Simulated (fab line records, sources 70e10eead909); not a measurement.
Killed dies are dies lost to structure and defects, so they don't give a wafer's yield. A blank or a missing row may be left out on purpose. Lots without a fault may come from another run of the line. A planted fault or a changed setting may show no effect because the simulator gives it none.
Problem report in the 8D (eight disciplines) form, filled by code | flow nand_harc | the parts of the form that need people (team, actions taken, sign-off) are left out

1. THE PROBLEM
killed_at_array at NHARC_END_SORT_01 reads a mean of 656 on 6 wafers of 2 lots; wafers without a fault read 29 with a standard deviation of 10. That is +63 standard deviations from the usual mean.
First seen on wafer L245.2, day 23 22:22, on prober-01. The record holds 12 wafers of 4 lots with a number at this step. Rule for "out", or "out of limits": more than 4 standard deviations from the usual mean. The other wafers with a number count as sound.

2. WHAT IT IS AND WHAT IT IS NOT
question                    | is                           | is not
which readings at this step | killed_at_array, killed_dies | killed_at_periphery, killed_short
which lots                  | L245, L255                   | L236, L240
which wafers of those lots  | all that have a number       | -
read on which gauges        | prober-01                    | prober-02
when                        | from day 23 22:22            | up to then (6 sound wafers)

3. SUSPECTS, AND WHAT RULES EACH OUT
Counting: a tool at a process step up to the reading stays a suspect if it ran every lot that is out and no sound lot after the first of them.
- the gauge at NHARC_END_SORT_01: ruled out. All the wafers that are out were read on prober-01, but those of them that NHARC_A_STAIRCASE_TRIM_235 has rows for are out there too, on other tools.
- rie_diel-06 at NHARC_A_STAIRCASE_ETCH_234 (etches the open film in C4F8/O2, target depth 100 nm, time 40.5 s): kept. It ran every lot that is out, first L245 (day 15 00:54), and no sound lot after that; its last sound lot up to then is L240 (day 13 02:10). NHARC_A_STAIRCASE_ETCH_234 gives no start for some lots, so the hours and the order of its lots are those of NHARC_A_STAIRCASE_TRIM_235.
- rie_diel-06 at NHARC_A_STAIRCASE_TRIM_235 (chemistry O2, time 211.2 s): kept. It ran every lot that is out, first L245 (day 15 00:54), and no sound lot after that; its last sound lot up to then is L240 (day 13 02:10). Its own readings are out on those wafers: oes_product_au.
Left after counting: rie_diel-06 at NHARC_A_STAIRCASE_ETCH_234, rie_diel-06 at NHARC_A_STAIRCASE_TRIM_235.

4. THE CAUSE (what the simulator had put in)
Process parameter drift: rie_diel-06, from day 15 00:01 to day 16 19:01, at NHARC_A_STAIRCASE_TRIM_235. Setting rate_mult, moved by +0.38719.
Counting left 2 suspects, and this tool is among them.

5. THE CHAIN OF EFFECTS, in route order
Each row: a reading whose mean over the struck wafers that have a number lies more than 3 standard deviations from the usual. Only readings for which the record gives a usual standard deviation are gone through. hours: the time from each lot's start at the first step in this table that gives one to its start at this step, as a median over the lots. sigmas: the change in usual standard deviations.
hours | step                       | reading         | usual      | on struck wafers | change | sigmas
0     | NHARC_A_STAIRCASE_TRIM_235 | oes_product_au  | 0.994 a.u. | 1.236            | +0.242 | +20
211   | NHARC_END_SORT_01          | killed_at_array | 29         | 656              | +627   | +63
211   | NHARC_END_SORT_01          | killed_dies     | 33         | 662              | +629   | +57
The process steps in it:
- NHARC_A_STAIRCASE_TRIM_235: chemistry O2, time 211.2 s.

6. WHAT WOULD HAVE CAUGHT IT SOONER
In this record the first reading out of limits at a measuring or inspecting step was taken at day 23 22:22, 214 hours after the fault began at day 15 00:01.
The tool's own readings at NHARC_A_STAIRCASE_TRIM_235 were out on every struck wafer that the step has a row for (oes_product_au): an alarm limit on them would have fired on the first of those.
All the lots that are out (2) had begun NHARC_A_STAIRCASE_TRIM_235 on rie_diel-06 by day 23 22:22. A hold on the tool at that time would have spared none of them.
